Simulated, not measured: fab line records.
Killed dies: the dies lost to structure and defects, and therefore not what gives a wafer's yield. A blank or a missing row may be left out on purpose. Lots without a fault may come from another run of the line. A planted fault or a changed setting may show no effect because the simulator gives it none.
fab line records | flow nand_harc
[record] lots = 5 wafers = 15 last_day = 24
route steps=1159 shown A_BLC@966 A_M0@994 END@1159
lots that met no fault: from a run of the same line without faults
start_h: hours from the record's first day to the start of the lot's first wafer shown | wait_h: time in hours since the lot's previous step | " identical to the entry in the row above | L1.1+2: a row that stands for several wafers | - no value, or no start given | * or withheld: withheld | < > ~ a bound
route shown NAME@n: names a module that has steps shown in the file, with the first one's number in the route | usual: mean/standard deviation of fault-free wafers | same: alike in all rows | chamber/n: place in a boat | sites: per-site readings | _std_site: how widely they spread, as a standard deviation | _edge_site: inner sites' mean taken away from outer sites' mean | radius_mm: for every site, how far away it sits from the centre of the wafer | mask NAME#n: copy n | behind: the last tool/chamber to shape the wafer | hold: cause of the lot's hold/its duration in hours/its outcome | device: the transistor (n, p or np) that didn't switch | end of line: the tests these same wafers got at the end of their route | step lacking rows: just its recipe | killed: count of dies lost to structure and defects at first sort (not the wafer's yield) | map: a wafer's dies, marking killed ones x, the rest . and places with no die _
set.NAME: the setting that was run; set.NAME@STEP: the one run at that earlier step | model.NAME: the simulator's own value behind a step, which no gauge read
a table for each step, a row for each wafer; lots at some steps of the route
services: when a tool's chamber went out of use (start_h, in hours from the record's first day, below 0 if earlier), for how many hours, and the reason
[[steps]]
[step NHARC_A_BLC_COAT_02]
[recipe] temp_c = 260 time_s = 75
[step NHARC_A_BLC_COAT_03]
[recipe] temp_c = 225 time_s = 65
[step NHARC_A_BLC_COAT_04]
[recipe] spin_rpm = 1500 resist_thk_nm = 90
[step NHARC_A_BLC_SOFTBAKE_05]
[recipe] temp_c = 105 time_s = 55
[step NHARC_A_BLC_EBR_06]
[step NHARC_A_BLC_EXPOSE_07]
[recipe] na = 1.35 target_cd_nm = 100 dose_mj = 67.97 mask_id = A_BLC
[step NHARC_A_BLC_PEB_08]
[recipe] peb_temp_c = 100 peb_time_s = 65
[step NHARC_A_BLC_DEVELOP_09]
[recipe] develop_time_s = 35 dev_temp_c = 23
[step NHARC_A_BLC_CD_MEAS_10]
[recipe] target_cd_nm = 100 landing_energy_ev = 500
[usual] cd_nm = 100.1/0.78
// columns lot.wafer tool chamber start_h wait_h cd_nm
L304.2 cd_sem-03 0 402.50 - 98.7
L304.4 " 0 " " 99.2
L304.6 " 0 " " 99.6
L303.2 cd_sem-01 0 405.91 - 99.5
L303.4 " 0 " " 99.1
L303.5 " 0 " " 100.5
L305.1 cd_sem-01 0 411.78 - 100.7
L305.3 " 0 " " 100.4
L305.4 " 0 " " 99.6
L311.2 cd_sem-03 0 456.98 - 101.0
L311.3 " 0 " " 100.4
L311.4 " 0 " " 99.8
L319.3 cd_sem-01 0 516.22 - 100.4
L319.4 " 0 " " 101.7
L319.6 " 0 " " 99.8
[step NHARC_A_BLC_OVL_MEAS_11]
[usual] overlay_x_nm = -0.1/0.81 overlay_y_nm = -0.1/0.76
// columns lot.wafer tool chamber start_h wait_h overlay_x_nm overlay_y_nm
L304.2 overlay-01 - 402.59 - 0.6 -0.9
L304.4 " - " " 0.4 -0.6
L304.6 " - " " 0.5 -0.9
L303.2 overlay-02 - 406.00 - -0.6 1.8
L303.4 " - " " -0.4 0.7
L303.5 " - " " -0.6 1.5
L305.1 overlay-02 - 411.87 - 0.4 -1.5
L305.3 " - " " 0.4 -1.1
L305.4 " - " " -0.4 -0.9
L311.2 overlay-02 - 457.07 - 0.1 1.4
L311.3 " - " " -0.5 0.9
L311.4 " - " " -0.6 1.0
L319.3 overlay-02 - 516.31 - -0.5 0.6
L319.4 " - " " -0.8 0.5
L319.6 " - " " -0.3 0.7
[step NHARC_A_BLC_INSPECT_12]
[usual] raw_defect_count = 34/18
// columns lot.wafer tool chamber start_h wait_h raw_defect_count
L304.2 defect_inspect-01 - 402.62 0.0 20
L304.4 " - " " 20
L304.6 " - " " 21
L303.2 defect_inspect-02 - 406.04 0.0 19
L303.4 " - " " 20
L303.5 " - " " 25
L305.1 defect_inspect-01 - 411.90 0.0 9
L305.3 " - " " 8
L305.4 " - " " 9
L311.2 defect_inspect-01 - 457.10 0.0 63
L311.3 " - " " 38
L311.4 " - " " 44
L319.3 defect_inspect-02 - 516.34 0.0 12
L319.4 " - " " 7
L319.6 " - " " 10
[step NHARC_A_BLC_DESCUM_15]
[recipe] time_s = 3 o2_flow_sccm = 200 ar_flow_sccm = 0 bias_power_w = 0 chemistry = O2
[usual] drypump_motor_current_A = 5.7/0.45 oes_product_au = 1.004/0.013 rf_vpp_V = 57.5/0.9 showerhead_plenum_p_Torr = 1.84/0.057 throttle_valve_pct = 11.312/0.0089
// columns lot.wafer tool chamber start_h wait_h drypump_motor_current_A oes_product_au rf_hours_counter_h rf_vpp_V showerhead_plenum_p_Torr throttle_valve_pct
L304.2 rie_diel-03 1 402.71 0.1 5.6 1.005 0 57.5 1.78 11.313
L304.4 " 2 " " 5.6 0.994 0 58.1 1.92 11.308
L304.6 " 1 " " 5.6 0.991 - 55.4 1.78 11.302
L303.4 rie_diel-03 2 406.10 0.1 5.6 0.994 1 58.7 1.92 11.306
L303.2 " 3 " " 6.0 1.005 1 56.2 1.78 11.305
L303.5 " 1 " " 5.6 1.006 - 57.3 1.78 11.309
L305.1 rie_diel-03 1 411.97 0.1 5.6 1.013 2 57.0 1.78 11.303
L305.3 " 0 " " 5.9 1.030 2 57.4 1.93 11.302
L305.4 " 1 " " 5.6 1.017 - 57.7 1.78 11.320
L311.2 rie_diel-03 0 457.17 0.1 6.0 1.029 8 59.4 1.92 11.317
L311.4 " 1 " " 5.7 1.014 9 56.4 1.78 11.311
L311.3 " 2 " " 5.7 1.003 9 57.0 1.92 11.310
L319.4 rie_diel-03 1 516.40 0.1 5.6 0.999 14 58.5 1.77 11.303
L319.3 " 3 " " 5.9 0.998 13 56.4 1.78 11.317
L319.6 " 1 " " 5.6 1.001 - 57.1 1.77 11.311
[step NHARC_A_BLC_ETCH_16]
[recipe] target_depth_a = 390 over_etch_frac = 0.3 time_s = 65 ion_energy_ev = 80 cf4_flow_sccm = 150 ar_flow_sccm = 0 rf_w = 300 bias_w = 100 chemistry = CF4
[usual] drypump_motor_current_A = 5.6/0.44 oes_product_au = 1.003/0.013 rf_vpp_V = 150.5/1.1 showerhead_plenum_p_Torr = 1.71/0.048 throttle_valve_pct = 13.283/0.0092
// columns lot.wafer tool chamber start_h wait_h drypump_motor_current_A oes_product_au rf_hours_counter_h rf_vpp_V showerhead_plenum_p_Torr throttle_valve_pct
L304.2 rie_diel-03 1 402.80 0.1 5.7 1.006 0 150.3 1.65 13.297
L304.4 " 2 " " 5.6 0.994 0 151.0 1.78 13.272
L304.6 " 1 " " 5.6 1.003 - 148.9 1.65 13.283
L303.2 rie_diel-03 3 406.19 0.1 5.9 1.006 1 150.9 1.66 13.267
L303.4 " 0 " " 5.9 1.034 1 152.1 1.78 13.278
L303.5 " 2 " " 5.6 0.988 - 152.2 1.77 13.288
L305.3 rie_diel-03 3 412.07 0.1 6.0 0.995 2 150.1 1.66 13.274
L305.1 " 1 " " 5.6 1.007 2 149.6 1.65 13.268
L305.4 " 1 " " 5.7 1.009 - 149.6 1.65 13.268
L311.4 rie_diel-03 2 457.25 0.1 5.6 1.003 9 151.0 1.77 13.292
L311.2 " 3 " " 6.0 1.008 9 149.0 1.66 13.289
L311.3 " 0 " " 5.9 1.032 8 152.2 1.78 13.300
L319.4 rie_diel-03 0 516.50 0.1 6.0 1.031 13 151.9 1.78 13.271
L319.3 " 1 " " 5.7 1.003 14 151.3 1.65 13.306
L319.6 " 2 " " 5.6 0.997 - 150.3 1.77 13.280
[step NHARC_A_BLC_ETCH_17]
[recipe] target_depth_a = 3900 over_etch_frac = 0.25 time_s = 609.38 ion_energy_ev = 200 n2_flow_sccm = 150 h2_flow_sccm = 150 ar_flow_sccm = 0 rf_w = 400 bias_w = 150 chemistry = N2/H2
[step NHARC_A_BLC_ETCH_18]
[recipe] target_depth_a = 9100 c4f8_flow_sccm = 20 o2_flow_sccm = 10 ar_flow_sccm = withheld rf_w = 600 bias_w = 1500 chemistry = C4F8/O2/Ar
[usual] oes_product_au = 0.962/0.023 rf_vpp_V = 973/4.1
// columns lot.wafer tool chamber start_h wait_h oes_product_au rf_hours_counter_h rf_vpp_V
L304.2 rie_diel-03 0 - - 1.001 0 979
L304.4 " 3 " " 0.982 1 970
L304.6 " 0 " " 1.008 - 979
L303.4 rie_diel-03 0 - - 1.007 1 980
L303.2 " 1 " " 0.972 1 969
L303.5 " 1 " " 0.976 - 969
L305.3 rie_diel-03 3 - - 0.960 2 967
L305.1 " 1 " " 0.967 2 969
L305.4 " 0 " " 0.981 - 978
L311.4 rie_diel-03 2 - - 0.982 9 978
L311.3 " 3 " " 0.970 9 969
L311.2 " 0 " " 0.986 8 979
L319.4 rie_diel-03 0 - - 0.944 13 978
L319.3 " 1 " " 0.935 14 968
L319.6 " 2 " " 0.918 - 978
[step NHARC_A_BLC_CD_MEAS_19]
[usual] cd_nm = 100.3/2.6
// columns lot.wafer tool chamber start_h wait_h cd_nm
L304.2 cd_sem-02 - 403.68 - 99.0
L304.4 " - " " 98.6
L304.6 " - " " 101.2
L303.2 cd_sem-02 - 407.07 - 95.2
L303.4 " - " " 100.7
L303.5 " - " " 98.2
L305.1 cd_sem-02 - 413.11 - 97.2
L305.3 " - " " 102.8
L305.4 " - " " 101.4
L311.2 cd_sem-03 - 458.13 - 103.7
L311.3 " - " " 104.6
L311.4 " - " " 100.0
L319.3 cd_sem-03 - 517.38 - 98.0
L319.4 " - " " 102.9
L319.6 " - " " 106.3
[step NHARC_A_BLC_STRIP_29]
[recipe] cf4_flow_sccm = 150 ar_flow_sccm = 0 bias_w = 0 chemistry = CF4
[step NHARC_A_BLC_STRIP_21]
[recipe] o2_flow_sccm = 500 ar_flow_sccm = 0 bias_w = 0 chemistry = O2
[step NHARC_A_BLC_STRIP_22]
[recipe] time_s = 600 temp_c = 30 chemistry = post_etch_residue_remover
[step NHARC_A_BLC_DEGAS_30]
[recipe] temp_c = 300 time_s = 60
[usual] heater_power_w = 467/50
// columns lot.wafer tool chamber start_h wait_h heater_power_w
L304.2 pvd_sputter-01 - 404.32 - 499
L304.4 " - " " 498
L304.6 " - " " 497
L303.4 pvd_sputter-02 - 407.66 - 449
L303.2 " - " " 459
L303.5 " - " " 552
L305.4 pvd_sputter-01 - 413.75 - 507
L305.3 " - " " 510
L305.1 " - " " 466
L311.2 pvd_sputter-01 - 458.75 - 519
L311.4 " - " " 478
L311.3 " - " " 359
L319.4 pvd_sputter-03 - 517.98 - 445
L319.3 " - " " 506
L319.6 " - " " 455
[step NHARC_A_BLC_PRE_CLEAN_31]
[recipe] time_s = 15 bias_v = 250 gas = Ar
[step NHARC_A_BLC_PVD_32]
[recipe] target_thk_a = 50 chamber_pressure_pa = 5 power_w = 5000 substrate_temp_c = 200 time_s = 17.7 material = Ti
[step NHARC_A_BLC_ALD_23]
[recipe] target_thk_a = 30 pulse_time_s = 1 ald_cycles = 150 temp_c = 450 material = TiN
[step NHARC_A_BLC_CVD_24]
[recipe] target_thk_a = 1500 temp_c = 300 pressure_torr = 40 wf6_flow_sccm = 40 h2_flow_sccm = 1600 ar_flow_sccm = 1560 time_s = 434 material = W
[usual] heater_power_outer_w = 249/8.4 heater_power_w = 470/22 mfc_wf6_sccm = 39.99/0.12 throttle_valve_pct = 7.85/0.24
// columns lot.wafer tool chamber start_h wait_h heater_power_outer_w heater_power_w mfc_wf6_sccm since_wet_clean_h throttle_valve_pct
L304.2 cvd_w-02 1 - - 243 497 40.10 14 7.60
L304.4 " 1 " " 246 495 40.00 - 7.67
L304.6 " 1 " " 242 486 39.88 - 7.42
L303.2 cvd_w-02 1 - - 247 490 39.90 17 7.71
L303.4 " 1 " " 249 494 39.91 - 7.70
L303.5 " 1 " " 247 494 39.89 - 7.73
L305.1 cvd_w-01 1 - - 266 487 39.96 110 8.37
L305.4 " 0 " " 264 450 40.06 - 8.14
L305.3 " 1 " " 269 490 39.94 - 8.44
L311.2 cvd_w-01 1 - - 261 508 40.09 154 8.20
L311.4 " 0 " " 254 452 39.99 - 7.58
L311.3 " 1 " " 269 489 40.19 - 8.10
L319.4 cvd_w-01 1 - - 270 495 39.80 - 7.89
L319.3 " 0 " " 270 480 40.19 - 7.55
L319.6 " 1 " " 268 495 40.03 - 7.72
[step NHARC_A_BLC_CMP_25]
[recipe] t_overpolish_s = 30 target_thk_nm = 150
[step NHARC_A_BLC_SRD_27]
[step NHARC_A_M0_DEP_00]
[recipe] target_thk_a = 1500 target_thk_nm = 150 temp_c = withheld pressure_torr = 5 flow_sccm = 200 rf_w = 600 material = SiOC
[step NHARC_A_M0_DEHYDRATE_01]
[recipe] temp_c = 150 time_s = 120
[step NHARC_A_M0_HMDS_02]
[recipe] time_s = 30
[step NHARC_A_M0_COAT_33]
[recipe] temp_c = 200 time_s = 65
[step NHARC_A_M0_COAT_03]
[recipe] spin_rpm = 1500 resist_thk_nm = 90
[step NHARC_A_M0_SOFTBAKE_04]
[recipe] temp_c = 105 time_s = 55
[step NHARC_A_M0_EBR_05]
[step NHARC_A_M0_EXPOSE_06]
[recipe] na = 1.35 target_cd_nm = 80 dose_mj = 83.25 mask_id = A_M0
[step NHARC_A_M0_PEB_07]
[recipe] peb_temp_c = 100 peb_time_s = 65
[step NHARC_A_M0_DEVELOP_08]
[recipe] develop_time_s = 35 dev_temp_c = 23
[step NHARC_A_M0_CD_MEAS_09]
[recipe] target_cd_nm = 80 landing_energy_ev = 500
[usual] cd_nm = 79.4/0.77
// columns lot.wafer tool chamber start_h wait_h cd_nm
L304.2 cd_sem-01 0 406.47 - 79.4
L304.4 " 0 " " 79.7
L304.6 " 0 " " 80.5
L303.2 cd_sem-02 0 409.84 - 79.9
L303.4 " 0 " " 79.7
L303.5 " 0 " " 79.5
L305.1 cd_sem-02 0 417.95 - 79.7
L305.3 " 0 " " 78.6
L305.4 " 0 " " 79.9
L311.2 cd_sem-02 0 462.43 - 77.5
L311.3 " 0 " " 79.4
L311.4 " 0 " " 79.0
L319.3 cd_sem-02 0 521.90 - 79.6
L319.4 " 0 " " 79.3
L319.6 " 0 " " 80.2
[step NHARC_A_M0_OVL_MEAS_10]
[recipe] pitch_nm = 160
[usual] overlay_x_nm = 0.0/0.9 overlay_y_nm = 0.2/1
// columns lot.wafer tool chamber start_h wait_h overlay_x_nm overlay_y_nm
L304.2 overlay-01 - 406.56 - -1.0 1.5
L304.4 " - " " -0.8 1.8
L304.6 " - " " -0.2 1.7
L303.2 overlay-01 - 409.93 - -1.8 0.4
L303.4 " - " " -1.7 0.9
L303.5 " - " " -1.9 0.4
L305.1 overlay-01 - 418.03 - 0.7 -0.1
L305.3 " - " " 0.4 -0.3
L305.4 " - " " 0.9 -0.8
L311.2 overlay-01 - 462.52 - -1.3 -0.2
L311.3 " - " " -0.8 0.2
L311.4 " - " " -0.6 -0.6
L319.3 overlay-02 - 521.99 - 0.5 1.5
L319.4 " - " " 0.1 1.7
L319.6 " - " " 0.0 2.1
[step NHARC_A_M0_DESCUM_14]
[recipe] time_s = 3 o2_flow_sccm = 200 ar_flow_sccm = 0 bias_power_w = 0 chemistry = O2
[usual] drypump_motor_current_A = 5.8/0.46 oes_product_au = 0.997/0.012 rf_vpp_V = 57.9/0.96 showerhead_plenum_p_Torr = 1.94/0.11 throttle_valve_pct = 11.311/0.0094
// columns lot.wafer tool chamber start_h wait_h drypump_motor_current_A oes_product_au rf_hours_counter_h rf_vpp_V showerhead_plenum_p_Torr throttle_valve_pct
L304.2 rie_diel-12 2 406.66 0.1 5.4 1.007 2 58.4 2.06 11.305
L304.4 " 3 " " 6.0 0.984 2 57.7 1.78 11.302
L304.6 " 2 " " 5.4 0.996 - 59.8 2.06 11.292
L303.2 rie_diel-12 3 410.03 0.1 6.0 0.983 2 56.5 1.78 11.309
L303.4 " 0 " " 6.4 1.010 2 57.5 2.06 11.317
L303.5 " 3 " " 6.0 0.981 - 57.1 1.78 11.302
L305.1 rie_diel-10 2 418.13 0.1 4.9 0.986 4 59.1 1.78 11.305
L305.3 " 3 " " 6.0 0.977 4 58.1 1.89 11.305
L305.4 " 1 " " 5.4 0.996 4 57.8 1.96 11.319
L311.4 rie_diel-06 0 462.61 0.1 5.3 1.013 4 57.9 1.99 11.295
L311.3 " 2 " " 5.9 1.009 3 59.2 2.05 11.316
L311.2 " 3 " " 6.5 1.001 4 57.4 2.04 11.298
L319.3 rie_diel-12 0 522.08 0.1 6.4 0.996 9 58.7 2.05 11.316
L319.4 " 1 " " 6.1 0.988 9 57.9 1.98 11.301
L319.6 " 1 " " 6.2 0.984 - 58.0 1.98 11.310
[step NHARC_END_SORT_01]
[recipe] temp_c = 25
[usual] killed_at_array = 28/11 killed_at_other = 0.7/0.88 killed_at_periphery = 3.1/2.2 killed_dies = 31/12 killed_open = 3.3/2 killed_short = 2.0/1.6
[same] gross_dies = 677
// columns lot.wafer tool chamber start_h wait_h killed_at_array killed_at_other killed_at_periphery killed_dies killed_open killed_short
L311.4 prober-02 0 508.89 3.4 102 0 1 103 4 1
// killed by level:class
L311.4 A_BLC:unspecified=65 A_CHANNEL_HOLE_D1:chamber_film_flake=15 A_SLIT:chamber_film_flake=9 A_CONTACT:geometric_particle:open=2 A_CHANNEL_FILL_D1:chamber_film_flake=2 A_STAIRCASE:chamber_film_flake=2 A_WL_FILL:chamber_film_flake=2 A_M1:chamber_film_flake=2
// map L311.4 (x killed, . not)
____________x____________
_________......._________
_______..........._______
______.............______
_____..............._____
____.................____
____.................____
___...................___
___...................___
__.....................__
__.....................__
_......................._
_......................._
_....................xx._
_....................xxx_
_..................xxxxx_
..................xxxxxxx
........x.......xxxxxxxxx
...................xxxxxx
.x.....x.........xxxxxxxx
..x........x......xxxxxxx
_..................xxxxx_
_..........x.x..xx.xxxxx_
_xxx.................xxx_
_xxx...............xxxxx_
_xxx..................xx_
__x.....x..........x.xx__
__x...............xxx..__
___x.x.x..x.........x.___
___x..................___
____x..x.............____
____.................____
_____..............._____
______.............______
_______..........._______
_________......._________
____________.____________
// map L305.4 (x killed, . not)
____________.____________
_________......._________
_______..........._______
______.............______
_____..............._____
____.................____
____x..............x.____
___...................___
___...................___
__..........x......x...__
__x....................__
_......................._
_......................._
_......................._
_........x....x........._
_......................._
.........................
.........................
x...............x........
.............x...........
.............x...........
_......................._
_......................._
_..x.x.................._
_......................x_
_......................._
__x....................__
__.....................__
___...................___
___...................___
____..x..............____
____.................____
_____..............._____
______.............______
_______..........._______
_________......._________
____________.____________
[[services]]
// columns tool chamber start_h hours kind
rie_diel-12 - 379.40 9.0 pm
pvd_sputter-01 - 380.41 2.9 repair
rie_diel-06 3 382.19 3.6 repair
rie_diel-06 3 388.27 8.5 repair
pvd_sputter-02 - 392.00 10.0 pm
pvd_sputter-03 - 392.28 1.3 repair
rie_diel-03 - 392.30 9.0 pm
rie_diel-03 0 392.30 9.0 vent_cycle
rie_diel-03 1 392.30 9.0 vent_cycle
rie_diel-03 2 392.30 9.0 vent_cycle
rie_diel-03 2 410.34 6.7 repair
pvd_sputter-02 - 411.50 4.1 repair
rie_diel-06 - 418.27 9.0 pm
rie_diel-12 - 424.68 1.2 repair
rie_diel-06 2 436.20 4.8 repair
pvd_sputter-03 - 458.04 10.0 pm
rie_diel-06 3 464.75 4.4 repair
pvd_sputter-01 - 473.36 1.2 repair
cvd_w-01 - 476.08 13.0 pm
pvd_sputter-03 - 476.42 1.3 repair
pvd_sputter-02 - 481.35 2.7 repair
rie_diel-12 - 487.60 0.5 repair
rie_diel-10 2 494.09 71.9 repair
pvd_sputter-01 - 514.01 10.0 pm
[[key]]
[first_sign] step = NHARC_END_SORT_01 reading = killed_at_array direction = up sigmas = 6.6 usual = 28 struck = 102
[effect] step = NHARC_END_SORT_01 reading = killed_dies direction = up sigmas = 6 usual = 31 struck = 103
[more_kills_born_at] NHARC_A_BLC_ETCH_16@rie_diel-03 = 65
met_at NHARC_A_BLC_ETCH_16
struck_wafers L311.4
tester_left_out L311
onset_between 406.19 457.25
[fault] kind = chamber_particle_source tool = rie_diel-03 chamber = 2 onset_h = 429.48 steps = NHARC_A_BLC_ETCH_16 rate_per_visit_cm2 = 0.86378 end_h = 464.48
// tester_left_out: of these lots the tester's yield and bins aren't shown, on N5 and GAA mostly nor the transistor test; their killed dies are dies lost to structure and defects alone, not to doping, threshold or leakage, so they don't give the yield
